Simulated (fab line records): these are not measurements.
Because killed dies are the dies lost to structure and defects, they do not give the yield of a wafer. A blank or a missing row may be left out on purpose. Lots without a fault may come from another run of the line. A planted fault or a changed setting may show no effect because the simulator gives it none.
fab line records    flow n5Finfet
record lots=9  wafers=27  lastDay=19
route steps=1938 shown PMOS_HMC_CHANNEL_EPI@71 BEOL_M4@1111 PASSIVATION@1936
lots that met no fault: taken from a fault-free run of the same line
startH: the number of hours between the record's first day and the start of the first shown wafer of the lot    waitH: how many hours have passed since the lot's step before this one    " repeats the value in the row above    L1.1+2: several wafers, shown together as one row    - no value, or no start given    * or withheld: withheld    < > ~ a bound
route shown NAME@n: a module of which the file shows steps, and the number in the route of the first    usual: mean/standard deviation of fault-free wafers    same: alike in all rows    chamber/n: place in a boat    sites: the reading at each site    _std_site: standard deviation of those values    _edge_site: the outer-site mean with the inner-site mean subtracted    radiusMm: for every site, how far away it sits from the centre of the wafer    mask NAME#n: copy n    behind: the most recent tool/chamber to have shaped the wafer    hold: why the lot went on hold/how many hours it stayed there/how the hold came to an end    device: which transistor (n, p or np) failed to switch    end of line: the same wafers' tests at the end of the route    step lacking rows: just its recipe    killed: not the wafer's yield, but the dies lost to structure and defects at the first sort    map: per-die view of a wafer (x killed, . not killed, _ where there is no die)
set.NAME: the run value of the setting; set.NAME@STEP: its run value at that earlier step    model.NAME: the simulator's own value behind a step, which no gauge read
the route's steps for a sample of lots (tables are steps, rows are wafers)
services: the hour from which a tool's chamber was out of use, counted from the record's first day as startH (under 0 if before that day), plus the number of hours and why
## steps
# step N5_PMOS_HMC_CHANNEL_EPI_STRIP_33
# recipe chemistry=N2/H2  powerW=500  tempC=40  pressureMtorr=50  rfFrequencyHz=6e+07  overashFraction=0.3  biasPowerW=8  h2Frac=0.5  n2FlowSccm=300  h2FlowSccm=300
# usual drypumpMotorCurrentA=5.6/0.35  h2FlowSccm=299.9/0.94  oesProductAu=0.74/0.056  powerW=500.1/1.5  rfVppV=54.2/1.6  showerheadPlenumPTorr=3.33/0.1  throttleValvePct=19.0/0.34
lot.wafer  tool        chamber  startH  waitH  drypumpMotorCurrentA  h2FlowSccm  oesProductAu  powerW  rfHoursCounterH  rfVppV  showerheadPlenumPTorr  throttleValvePct
L832.1     rieDiel-04  3        23.38   0.0    5.6                   300.3       0.70          500.9   194              53.0    3.34                   19.1
L832.2     "           2        "       "      5.3                   299.7       0.78          501.7   120              54.3    3.54                   19.4
L832.6     "           2        "       "      5.2                   299.2       0.75          502.7   -                53.8    3.54                   19.4
L836.1     rieDiel-06  2        47.86   0.0    5.2                   298.9       0.75          498.3   169              55.1    3.50                   19.1
L836.4     "           0        "       "      4.9                   298.9       0.69          501.4   244              52.5    3.31                   18.9
L836.6     "           2        "       "      5.2                   299.6       0.75          501.3   -                55.6    3.50                   19.1
L838.1     rieDiel-02  2        59.23   0.0    5.5                   299.6       0.73          501.6   190              55.0    3.34                   18.6
L838.2     "           1        "       "      6.0                   299.7       0.75          500.1   141              55.4    3.24                   18.6
L838.6     "           2        "       "      5.5                   300.0       0.72          502.2   -                55.9    3.34                   18.7
L843.2     rieDiel-02  3        90.24   0.0    5.7                   300.6       0.75          499.3   187              54.7    3.33                   19.4
L843.4     "           0        "       "      5.4                   300.5       0.73          499.3   221              54.3    3.44                   19.2
L843.5     "           2        "       "      5.5                   298.6       0.74          500.1   -                53.4    3.34                   18.7
L848.2     rieDiel-06  0        121.03  0.0    4.9                   299.2       0.93          498.8   6                52.4    3.31                   18.6
L848.5     "           1        "       "      5.7                   300.7       0.76          498.6   -                52.4    3.20                   18.5
L848.6     "           2        "       "      5.2                   301.4       0.74          500.7   -                52.3    3.49                   19.1
L850.2     rieDiel-06  3        132.95  0.0    5.4                   299.1       0.75          501.4   157              54.2    3.22                   19.0
L850.4     "           0        "       "      4.9                   300.9       0.90          499.3   11               52.4    3.30                   18.6
L850.6     "           0        "       "      4.9                   300.3       0.93          498.5   -                51.6    3.30                   18.6
L851.1     rieDiel-02  3        140.18  0.0    5.7                   299.6       0.73          500.0   205              53.4    3.32                   19.4
L851.3     "           1        "       "      6.0                   300.1       0.71          500.4   170              54.6    3.22                   18.7
L851.4     "           2        "       "      5.5                   301.0       0.71          498.0   218              53.9    3.33                   18.7
L853.2     rieDiel-02  3        150.66  0.0    5.7                   300.0       0.72          499.7   210              54.8    3.32                   19.5
L853.5     "           2        "       "      5.5                   299.0       0.73          502.6   -                55.6    3.33                   18.7
L853.6     "           3        "       "      5.7                   298.3       0.73          500.0   -                54.7    3.32                   19.5
L854.1     rieDiel-04  2        156.31  0.0    5.3                   299.8       0.74          501.0   154              54.3    3.52                   19.4
L854.5     "           2        "       "      5.2                   300.7       0.75          501.4   -                55.2    3.52                   19.5
L854.6     "           1        "       "      6.3                   300.8       0.71          498.2   -                56.7    3.20                   19.6
# step N5_PMOS_HMC_CHANNEL_EPI_ETCH_38
# recipe chemistry=CF4  target=SiO2  targetDepthA=15  ionEnergyEv=350  pressureMtorr=10  icpW=800  biasW=400  cf4FlowSccm=80
# usual biasW=400.1/1  drypumpMotorCurrentA=5.8/0.41  oesProductAu=1.002/0.024  throttleValvePct=21.73/0.27
lot.wafer  tool      chamber  startH  waitH  biasW  drypumpMotorCurrentA  oesProductAu  rfHoursCounterH  throttleValvePct
L832.1     rieSi-06  3        23.68   0.0    400.4  5.7                   0.962         13               21.88
L832.2     "         0        "       "      398.7  6.0                   0.964         47               22.26
L832.6     "         1        "       "      401.1  5.6                   0.984         -                21.89
L836.1     rieSi-06  0        48.16   0.0    399.6  6.1                   0.951         48               22.28
L836.4     "         3        "       "      399.2  5.6                   0.973         14               21.88
L836.6     "         1        "       "      381.1  5.6                   0.980         -                21.90
L838.1     rieSi-04  3        59.56   0.0    401.6  6.0                   1.006         57               21.76
L838.2     "         1        "       "      399.2  5.6                   1.009         145              21.14
L838.6     "         0        "       "      398.3  5.4                   0.998         -                21.99
L843.2     rieSi-02  0        90.56   0.0    401.9  5.8                   1.040         134              21.47
L843.4     "         1        "       "      400.4  6.5                   0.985         23               21.60
L843.5     "         3        "       "      400.5  6.2                   1.023         -                21.86
L848.2     rieSi-02  2        121.33  0.0    401.0  5.9                   1.019         58               21.44
L848.5     "         1        "       "      399.4  6.6                   0.981         -                21.62
L848.6     "         0        "       "      399.3  5.8                   1.040         -                21.47
L850.2     rieSi-04  2        133.25  0.0    399.6  5.5                   1.021         59               21.46
L850.4     "         1        "       "      401.0  5.6                   1.008         147              21.15
L850.6     "         3        "       "      398.4  6.1                   1.008         -                21.75
L851.1     rieSi-06  2        140.48  0.0    400.2  5.1                   1.025         56               21.86
L851.3     "         0        "       "      401.5  6.0                   0.953         50               22.29
L851.4     "         3        "       "      400.2  5.7                   0.975         16               21.87
L853.2     rieSi-02  1        150.96  0.0    399.7  6.6                   0.980         24               21.62
L853.5     "         2        "       "      401.3  5.9                   1.009         -                21.45
L853.6     "         3        "       "      400.0  6.2                   1.026         -                21.85
L854.1     rieSi-02  3        156.62  0.0    400.5  6.2                   1.010         62               21.85
L854.5     "         2        "       "      399.2  5.9                   1.009         -                21.44
L854.6     "         1        "       "      400.1  6.5                   0.968         -                21.61
# step N5_PMOS_HMC_CHANNEL_EPI_CMP_21
# recipe material=SiGe30  postCmpClean=alkalineBrush  targetThkNm=54
# usual edgeZonePressureFrac=1.000/0.0048  motorCurrentA=12.3/0.68
lot.wafer  tool    chamber  startH  waitH  edgeZonePressureFrac  motorCurrentA
L832.2     cmp-02  0        25.21   0.0    0.999                 11.4
L832.1     "       2        "       "      1.002                 13.4
L832.6     "       0        "       "      1.004                 11.9
L836.4     cmp-01  3        49.69   0.0    1.000                 12.1
L836.1     "       0        "       "      0.994                 13.3
L836.6     "       3        "       "      0.994                 11.9
L838.2     cmp-02  1        61.08   0.0    0.998                 11.4
L838.1     "       2        "       "      1.002                 13.5
L838.6     "       1        "       "      1.004                 11.8
L843.2     cmp-03  3        92.48   0.0    1.000                 12.2
L843.4     "       1        "       "      1.010                 13.1
L843.5     "       0        "       "      0.998                 11.0
L848.2     cmp-02  1        122.97  0.1    1.003                 11.0
L848.6     "       2        "       "      0.999                 12.3
L848.5     "       3        "       "      0.997                 12.5
L850.2     cmp-03  1        135.20  0.0    1.002                 13.2
L850.4     "       0        "       "      1.003                 11.0
L850.6     "       1        "       "      1.000                 12.7
L851.3     cmp-03  2        142.41  0.0    1.002                 12.2
L851.1     "       3        "       "      1.000                 12.1
L851.4     "       1        "       "      1.000                 13.2
L853.2     cmp-01  2        152.56  0.1    0.994                 11.7
L853.5     "       0        "       "      0.996                 12.7
L853.6     "       1        "       "      0.998                 12.4
L854.1     cmp-03  0        158.22  0.1    1.000                 11.6
L854.6     "       2        "       "      1.005                 12.8
L854.5     "       3        "       "      0.996                 13.1
# step N5_PMOS_HMC_CHANNEL_EPI_EPI_26
# recipe material=Si  targetThkA=38  tempC=650  precursor=SiH4/H2  pressureTorr=20  timeS=22.7
# usual throttleValvePct=10.82/0.29
lot.wafer  tool         chamber  startH  waitH  throttleValvePct
L832.1     epiRpcvd-03  0        25.61   0.0    11.07
L832.2     "            0        "       "      10.77
L832.6     "            0        "       "      11.09
L836.1     epiRpcvd-03  0        50.09   0.0    11.04
L836.4     "            0        "       "      10.81
L836.6     "            0        "       "      10.74
L838.1     epiRpcvd-01  0        61.49   0.0    10.50
L838.2     "            0        "       "      10.44
L838.6     "            0        "       "      10.24
L843.2     epiRpcvd-01  0        92.96   0.1    10.61
L843.4     "            0        "       "      10.34
L843.5     "            0        "       "      10.60
L848.2     epiRpcvd-04  0        123.31  0.1    10.99
L848.5     "            0        "       "      11.28
L848.6     "            0        "       "      11.07
L850.2     epiRpcvd-03  0        135.67  0.1    10.83
L850.4     "            0        "       "      10.81
L850.6     "            0        "       "      10.86
L851.1     epiRpcvd-04  0        142.83  0.0    10.99
L851.3     "            0        "       "      11.41
L851.4     "            0        "       "      11.17
L853.2     epiRpcvd-01  0        154.74  1.9    10.57
L853.5     "            0        "       "      10.40
L853.6     "            0        "       "      10.76
L854.1     epiRpcvd-04  0        158.55  0.0    11.00
L854.5     "            0        "       "      10.86
L854.6     "            0        "       "      11.12
# step N5_BEOL_M4_RC_MEAS_101
# usual DIBL_N=36.0/1.7  DIBL_P=36.2/1.9  IOFF_N=0.154/0.028  IOFF_P=0.21/0.036  ION_N=675/11  ION_P=463/8.3  SS_N=71.4/0.63  SS_P=73.2/0.55  VT_N=250.2/3  VT_P=-251/3.7
lot.wafer  tool       chamber  startH  waitH  DIBL_N[mV/V]  DIBL_P[mV/V]  IOFF_N[nA/um]  IOFF_P[nA/um]  ION_N[uA/um]  ION_P[uA/um]  SS_N[mV/dec]  SS_P[mV/dec]  VT_N[mV]  VT_P[mV]
L832.1     prober-01  0        197.44  0.0    35.0          33.2          0.116          0.17           670           455           71.2          73.0          252.2     -252
L832.2     "          0        "       "      38.3          38.5          0.186          0.26           688           474           72.9          73.9          245.6     -247
L832.6     "          0        "       "      39.0          38.7          0.196          0.26           700           477           72.4          73.9          245.2     -246
L836.1     prober-01  0        262.57  0.0    38.5          40.8          0.191          0.23           689           469           71.7          73.7          247.8     -248
L836.4     "          0        "       "      34.9          36.2          0.124          0.17           654           455           71.2          73.0          255.7     -254
L836.6     "          0        "       "      37.2          39.1          0.178          0.20           700           465           71.2          74.1          246.3     -252
L838.1     prober-01  0        269.35  0.0    36.9          37.4          0.154          0.20           673           455           71.7          73.4          252.1     -252
L838.2     "          0        "       "      35.5          35.5          0.126          0.18           660           455           72.1          72.6          252.8     -252
L838.6     "          0        "       "      36.7          36.4          0.142          0.18           670           455           71.4          73.1          250.3     -254
L843.2     prober-02  0        300.37  0.2    35.6          36.0          0.124          0.18           651           450           71.6          72.4          252.7     -252
L843.4     "          0        "       "      37.3          38.0          0.157          0.21           668           456           72.5          72.9          251.6     -251
L843.5     "          0        "       "      38.7          38.1          0.185          0.22           668           457           72.8          73.2          248.1     -249
L848.2     prober-01  0        330.34  0.2    34.8          35.1          0.140          0.18           665           452           71.5          73.5          250.6     -255
L848.5     "          0        "       "      32.6          32.5          0.105          0.15           658           454           70.6          73.3          256.1     -255
L848.6     "          0        "       "      35.5          35.8          0.151          0.20           662           457           70.9          73.1          249.8     -253
L850.2     prober-01  0        340.00  0.2    35.2          32.4          0.128          0.17           662           459           70.8          72.1          256.1     -253
L850.4     "          0        "       "      33.8          32.5          0.107          0.17           669           462           70.2          72.8          258.0     -255
L850.6     "          0        "       "      36.6          35.7          0.150          0.22           673           466           71.1          72.9          251.3     -248
L851.1     prober-01  0        342.37  0.0    35.8          35.9          0.150          0.18           663           453           71.1          72.5          251.4     -251
L851.3     "          0        "       "      36.0          36.7          0.158          0.20           665           462           71.2          72.8          247.5     -249
L851.4     "          0        "       "      39.1          38.8          0.214          0.23           697           468           71.9          73.2          244.7     -251
L853.2     prober-01  0        344.31  0.2    36.7          35.6          0.158          0.24           666           465           71.5          73.4          252.7     -247
L853.5     "          0        "       "      37.2          37.2          0.174          0.26           677           471           71.2          73.7          247.7     -243
L853.6     "          0        "       "      36.0          34.8          0.164          0.23           686           477           71.5          73.0          248.4     -247
L854.1     prober-02  0        347.04  0.0    36.1          36.9          0.145          0.21           660           455           71.4          73.0          253.2     -253
L854.5     "          0        "       "      35.9          34.8          0.148          0.19           662           456           71.4          72.7          252.0     -252
L854.6     "          0        "       "      37.9          39.6          0.192          0.25           697           471           72.3          73.9          247.7     -249
# step N5_PASSIVATION_PROBE_49
# usual defectLimitedYield=90.9/1.4  killed_at_M0_to_M3=38/11  killed_at_M4_up=13/5.9  killedAtContacts=14/6.4  killedAtFrontEnd=38/11  killedAtOther=3.3/2.5  killedDies=107/16  killedOpen=70/12  killedShort=35/7.7  sort_bin_5_function=5.3/0.94  sort_bin_6_memory=3.5/0.7  sortNPass=1073/16  sortYieldPct=90.9/1.4
# same grossDies=1180  killedAtBackSide=0  sort_bin_4_leakage[%]=0  sort_bin_8_speed[%]=0
lot.wafer  tool       chamber  startH  waitH  defectLimitedYield[%]  killed_at_M0_to_M3  killed_at_M4_up  killedAtContacts  killedAtFrontEnd  killedAtOther  killedDies  killedOpen  killedShort  sort_bin_5_function[%]  sort_bin_6_memory[%]  sortNPass  sortYieldPct[%]
L836.1     prober-01  -        372.04  0.0    89.7                   44                  12               10                54                2              122         75          47           5.8                     3.7                   1058       89.7
L836.4     prober-01  -        372.19  0.2    93.2                   33                  12               9                 25                1              80          60          18           3.7                     2.8                   1100       93.2
L836.6     prober-01  -        372.29  0.3    91.5                   37                  21               5                 32                5              100         65          31           5.5                     2.8                   1080       91.5
L843.2     prober-01  -        414.28  0.1    90.3                   29                  9                7                 63                6              114         71          42           5.4                     3.7                   1066       90.3
L843.4     prober-01  -        414.38  0.2    90.3                   36                  13               5                 50                10             114         76          32           5.2                     4.4                   1066       90.3
L843.5     prober-01  -        414.43  0.2    89.6                   47                  18               14                38                6              123         81          40           6.4                     3.5                   1057       89.6
L853.2     prober-01  -        463.96  0.1    90.3                   56                  6                8                 39                5              114         81          33           5.6                     3.6                   1066       90.3
L853.5     prober-01  -        464.11  0.2    90.6                   51                  11               16                29                4              111         82          28           5.4                     3.6                   1069       90.6
L853.6     prober-01  -        464.16  0.3    90.3                   47                  12               18                38                0              115         79          36           6.0                     3.1                   1065       90.3
L851.4     prober-01  -        464.36  0.2    91.3                   25                  14               24                36                4              103         75          28           4.7                     3.2                   1077       91.3
# killed by level:class
L836.1 FIN_SAQP:geometricParticle:open=19 BEOL_M0_SAQP:geometricParticle:short=14 BEOL_M3:geometricParticle:open=14 FIN_SAQP:geometricParticle:short=11 STI_FIN_REVEAL:geometricParticle:open=9 BEOL_M0_SAQP:geometricParticle:open=7 BEOL_M2:geometricParticle:open=6 STI_FIN_REVEAL:geometricParticle:short=5
L836.4 MOL_CONTACT_COAG:geometricParticle:open=9 BEOL_M2:geometricParticle:open=8 BEOL_M3:geometricParticle:open=7 BEOL_M0_SAQP:geometricParticle:open=6 BEOL_M4:geometricParticle:open=6 STI_FIN_REVEAL:geometricParticle:open=5 BEOL_M0_SAQP:geometricParticle:short=5 GATE_CUT:geometricParticle:open=4
L836.6 BEOL_M0:geometricParticle:open=9 STI_FIN_REVEAL:geometricParticle:open=8 BEOL_M4:geometricParticle:open=8 FIN_SAQP:geometricParticle:short=7 BEOL_M0_SAQP:geometricParticle:open=7 BEOL_M3:geometricParticle:open=6 FIN_SAQP:geometricParticle:open=5 MOL_CONTACT_COAG:geometricParticle:open=5
L843.2 STI_FIN_REVEAL:geometricParticle:open=19 FIN_SAQP:geometricParticle:open=9 FIN_SAQP:geometricParticle:short=7 DUMMY_GATE:geometricParticle:open=5 BEOL_M1:geometricParticle:short=5 BEOL_M0_SAQP:geometricParticle:open=5 STI_FIN_REVEAL:geometricParticle:short=4 ILD0:geometricParticle:open=4
L843.4 FIN_SAQP:geometricParticle:open=19 BEOL_M0_SAQP:geometricParticle:open=10 FIN_SAQP:geometricParticle:short=8 STI_FIN_REVEAL:geometricParticle:open=8 BEOL_M1:geometricParticle:open=7 BEOL_M0_SAQP:geometricParticle:short=5 MOL_CONTACT_COAG:geometricParticle:open=5 MIM_TOP:geometricParticle:short=5
L843.5 MOL_CONTACT_COAG:geometricParticle:open=13 BEOL_M0_SAQP:geometricParticle:short=13 BEOL_M0_SAQP:geometricParticle:open=12 BEOL_M3:geometricParticle:open=9 STI_FIN_REVEAL:geometricParticle:open=8 FIN_SAQP:geometricParticle:open=6 BEOL_M4:geometricParticle:open=5 FIN_SAQP:geometricParticle:short=4
L853.2 BEOL_M1:geometricParticle:open=18 STI_FIN_REVEAL:geometricParticle:open=15 MOL_CONTACT_COAG:geometricParticle:open=8 BEOL_M3:geometricParticle:open=8 BEOL_M0_SAQP:geometricParticle:short=8 BEOL_M0_SAQP:geometricParticle:open=8 BEOL_M2:geometricParticle:open=6 GATE_CUT:geometricParticle:short=6
L853.5 BEOL_M1:geometricParticle:open=15 MOL_CONTACT_COAG:geometricParticle:open=12 BEOL_M3:geometricParticle:open=11 STI_FIN_REVEAL:geometricParticle:open=7 BEOL_M2:geometricParticle:open=7 DUMMY_GATE:geometricParticle:open=6 BEOL_M0_SAQP:geometricParticle:short=6 BEOL_M0_SAQP:geometricParticle:open=5
L853.6 STI_FIN_REVEAL:geometricParticle:open=14 MOL_CONTACT_COAG:geometricParticle:open=12 BEOL_M3:geometricParticle:open=12 BEOL_M1:geometricParticle:open=10 MOL_CONTACT_COAG:geometricParticle:short=6 BEOL_M0_SAQP:geometricParticle:open=6 BEOL_M1:geometricParticle:short=6 BEOL_M0_SAQP:geometricParticle:short=5
L851.4 MOL_CONTACT_COAG:geometricParticle:open=23 STI_FIN_REVEAL:geometricParticle:open=17 BEOL_M1:geometricParticle:open=10 FIN_SAQP:geometricParticle:short=7 STI_FIN_REVEAL:geometricParticle:short=6 BEOL_M4:geometricParticle:open=4 FIN_SAQP:geometricParticle:open=3 BEOL_M0_SAQP:geometricParticle:short=3
## services
tool         chamber  startH  hours  kind
cmp-01       -        5.97    6.6    repair
rieSi-06     0        7.61    7.4    repair
rieDiel-02   -        11.09   0.5    repair
cmp-03       -        14.47   1.1    repair
rieDiel-02   3        35.64   4.0    repair
cmp-01       -        48.79   0.8    repair
epiRpcvd-04  -        57.37   1.1    repair
cmp-03       -        59.53   6.3    repair
rieSi-02     -        62.72   0.8    repair
rieDiel-02   -        70.01   0.2    repair
rieSi-04     -        74.08   0.7    repair
cmp-03       -        77.30   4.0    pm
rieSi-04     2        87.27   5.8    repair
rieSi-04     3        89.37   8.2    repair
cmp-03       -        91.82   0.2    repair
rieSi-02     3        98.19   16.3   repair
rieSi-06     3        98.29   6.3    repair
rieDiel-06   0        104.78  5.5    repair
cmp-02       -        118.45  4.0    pm
rieSi-06     -        130.95  0.1    repair
rieSi-02     1        131.36  8.1    repair
cmp-02       -        132.23  5.9    pm
rieSi-06     -        142.29  0.3    repair
rieDiel-02   1        154.13  5.4    repair
## key
firstSign step=N5_PMOS_HMC_CHANNEL_EPI_ETCH_38  reading=biasW  direction=down  sigmas=18  usual=*  struck=*
effect none on later readings
metAt N5_PMOS_HMC_CHANNEL_EPI_ETCH_38
struckLots L836
struckWafers L836.6
notActingAt N5_PMOS_HMC_CHANNEL_EPI_STRIP_33,N5_PMOS_HMC_CHANNEL_EPI_CMP_21,N5_PMOS_HMC_CHANNEL_EPI_EPI_26
onsetBetween 23.68 48.16
fault kind=processParameterDrift  tool=rieSi-06  chamber=1  onsetH=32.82  steps=N5_PMOS_HMC_CHANNEL_EPI_ETCH_38  channel=biasW  offset=*  shape=step  endH=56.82  actsIn=*  stated=*
